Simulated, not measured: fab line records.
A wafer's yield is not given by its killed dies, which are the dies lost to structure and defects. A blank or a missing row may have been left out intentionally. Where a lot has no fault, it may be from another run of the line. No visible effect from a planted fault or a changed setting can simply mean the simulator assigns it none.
Chamber matching + flow nandHarc + NHARC_P_CONTACT_STRIP_28 on rieDiel-03 has 4 sister chambers
The step strips in O2. 4 wafers are shown with their chamber, then 11 later ones without.

## WAFERS WITH THEIR CHAMBER
| wafer  | chamber | showerheadPlenumPTorr (Torr) |
|--------|---------|------------------------------|
| L087.6 | 0       | 3.41                         |
| L089.1 | 3       | 3.71                         |
| L089.5 | 1       | 3.36                         |
| L091.3 | 2       | 3.65                         |

## WAFERS WITHOUT THEIR CHAMBER
| wafer  | showerheadPlenumPTorr (Torr) |
|--------|------------------------------|
| L091.4 | 3.41                         |
| L091.5 | 3.41                         |
| L094.3 | 3.41                         |
| L094.4 | 3.71                         |
| L094.6 | 3.41                         |
| L094.1 | 3.65                         |
| L094.2 | 3.36                         |
| L094.5 | 3.36                         |
| L095.2 | 3.70                         |
| L095.4 | 3.36                         |
| L095.5 | 3.41                         |

## EACH ONE'S CHAMBER
| wafer  | from the rows above | in truth |
|--------|---------------------|----------|
| L091.4 | 0                   | 0        |
| L091.5 | 0                   | 0        |
| L094.3 | 0                   | 0        |
| L094.4 | 3                   | 3        |
| L094.6 | 0                   | 0        |
| L094.1 | 2                   | 2        |
| L094.2 | 1                   | 1        |
| L094.5 | 1                   | 1        |
| L095.2 | 3                   | 3        |
| L095.4 | 1                   | 1        |
| L095.5 | 0                   | 0        |
11 of 11 placed correctly. Left unplaced by these rows: 0. Placed wrongly: 0.
How it was worked out, from the rows above alone: a wafer's distance from a chamber is the root of the sum, over the readings, of the square of ((its reading less the chamber's mean) divided by the reading's scatter). The wafer belongs to the nearest chamber; if the next one is less than 2 further off, it can't be placed. Each chamber's mean is taken over the wafers shown for it. The scatter (one wafer shown for each chamber): square how far every hidden wafer sits from the nearest shown wafer, average those squares and take the square root.
